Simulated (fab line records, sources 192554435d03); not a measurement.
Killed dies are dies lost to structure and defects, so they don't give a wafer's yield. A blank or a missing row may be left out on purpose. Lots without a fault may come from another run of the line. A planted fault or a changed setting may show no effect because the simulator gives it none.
Split-lot experiment | flow n5_finfet | 7 lots, 21 wafers read, on a route of 1938 steps

THE SPLIT
At N5_BEOL_M15_PEB_26 (peb time 90 s), the setting peb_temp_c was moved away from the recipe's 130 C on 5 of the 21 wafers read, by -2.4% to +2.2%. The other wafers ran this setting at the recipe's value.

FROM THE SPLIT TO THE READING: what the file shows between them, 2 steps
- N5_BEOL_M15_DEVELOP_27: develop time 45 s
- N5_BEOL_M15_HARDBAKE_32: time 120 s

THE READING
cd_nm, in nm, at N5_BEOL_M15_CD_MEAS_28 (target cd 407.6 nm). Fault-free wafers of this fab line usually give 408.2 nm, standard deviation 1.4 nm.

wafer  | tool, chamber at the split | peb_temp_c as run, C | against the recipe | cd_nm, nm | against lot-mates on the recipe
L077.2 | litho_track-02, 0          | 126.9                | -2.4%              | 391.2     | -16.4
L077.3 | litho_track-02, 0          | 130                  | recipe             | 407.6     | -
L077.6 | litho_track-02, 0          | 126.9                | -2.4%              | 391.3     | -16.3
L075.3 | litho_track-01, 0          | 130                  | recipe             | 407.2     | -
L075.5 | litho_track-01, 0          | 130                  | recipe             | 405.9     | -
L075.6 | litho_track-01, 0          | 132.8                | +2.2%              | 419.5     | +13.0
L079.1 | litho_track-03, 0          | 130                  | recipe             | 406.9     | -
L079.3 | litho_track-03, 0          | 130                  | recipe             | 411.1     | -
L079.6 | litho_track-03, 0          | 130                  | recipe             | 409.2     | -
L085.2 | litho_track-02, 0          | 130                  | recipe             | 406.5     | -
L085.5 | litho_track-02, 0          | 130                  | recipe             | 406.5     | -
L085.6 | litho_track-02, 0          | 130                  | recipe             | 407.2     | -
L091.1 | litho_track-01, 0          | 132                  | +1.5%              | 415.3     | +10.8
L091.4 | litho_track-01, 0          | 132                  | +1.5%              | 414.0     | +9.5
L091.6 | litho_track-01, 0          | 130                  | recipe             | 404.5     | -
L089.3 | litho_track-02, 0          | 130                  | recipe             | 410.2     | -
L089.4 | litho_track-02, 0          | 130                  | recipe             | 410.4     | -
L089.6 | litho_track-02, 0          | 130                  | recipe             | 408.5     | -
L096.1 | litho_track-01, 0          | 130                  | recipe             | 410.1     | -
L096.5 | litho_track-01, 0          | 130                  | recipe             | 410.1     | -
L096.6 | litho_track-01, 0          | 130                  | recipe             | 409.2     | -

THE FIT
A straight line over all 21 wafers: cd_nm changes by +6.04 nm for each +1% of peb_temp_c; r = +0.95; the points scatter about the line by 2.1 nm.
The same after taking each lot's own level away (the mean of its wafers on the recipe; 21 wafers): +6.61 nm for each +1%; r = +0.99; scatter 0.91 nm.
On that fit, the largest move of peb_temp_c shifts the reading by 16 nm.
The lots' own levels span 404.50 to 409.80 nm, that is 3.8 times the standard deviation above.
So the lot-to-lot level changes the slope little: the two slopes agree.
Check: with one of the wafers moved furthest among these (-2.4%) left out of the fit, the line predicts -15.6 nm for it against its lot-mates. It came out at -16.4 nm against them.

OTHER SPLITS ON THESE WAFERS
These wafers also went through other splits before the reading. Each is held against what the fit with the lots' levels taken away leaves over:
other split on the same wafers | wafers away from the commonest value | r with cd_nm (lot level and that fit taken away)
N5_BEOL_M12_ILD_DEP_00 time_s  | 9                                    | +0.18
N5_BEOL_M12_PEB_08 peb_time_s  | 8                                    | -0.08
N5_BEOL_M13_EXPOSE_07 dose_mj  | 6                                    | +0.22
N5_BEOL_M13_ETCH_68 time_s     | 6                                    | -0.09
N5_BEOL_M13_SPUTTER_43 time_s  | 9                                    | +0.04
N5_BEOL_M15_COAT_22 spin_rpm   | 10                                   | +0.10

THE WHOLE CHAIN: every reading that the file lists as answering this split, in the file's order
step                   | what it does                                                            | reading                                                         | change (the file's fit)              | r (the file's)
N5_BEOL_M15_CD_MEAS_28 | target cd 407.6 nm                                                      | cd_nm                                                           | +6.49 nm for each +1% of the setting | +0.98
N5_BEOL_M15_DESCUM_33  | chemistry O2, time 7.9 s                                                | BEOL_M15.cd_nm (the simulator's own value, which no gauge read) | +6.44 nm for each +1% of the setting | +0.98
N5_BEOL_M15_ETCH_61    | etches BARC in N2/H2, target depth 89 nm, overetch 26.7 nm, time 67.9 s | BEOL_M15.cd_nm (the simulator's own value, which no gauge read) | +6.51 nm for each +1% of the setting | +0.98

THE FILE'S OWN FIT
cd_nm changes by +6.49 nm for each +1% of peb_temp_c, r = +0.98.
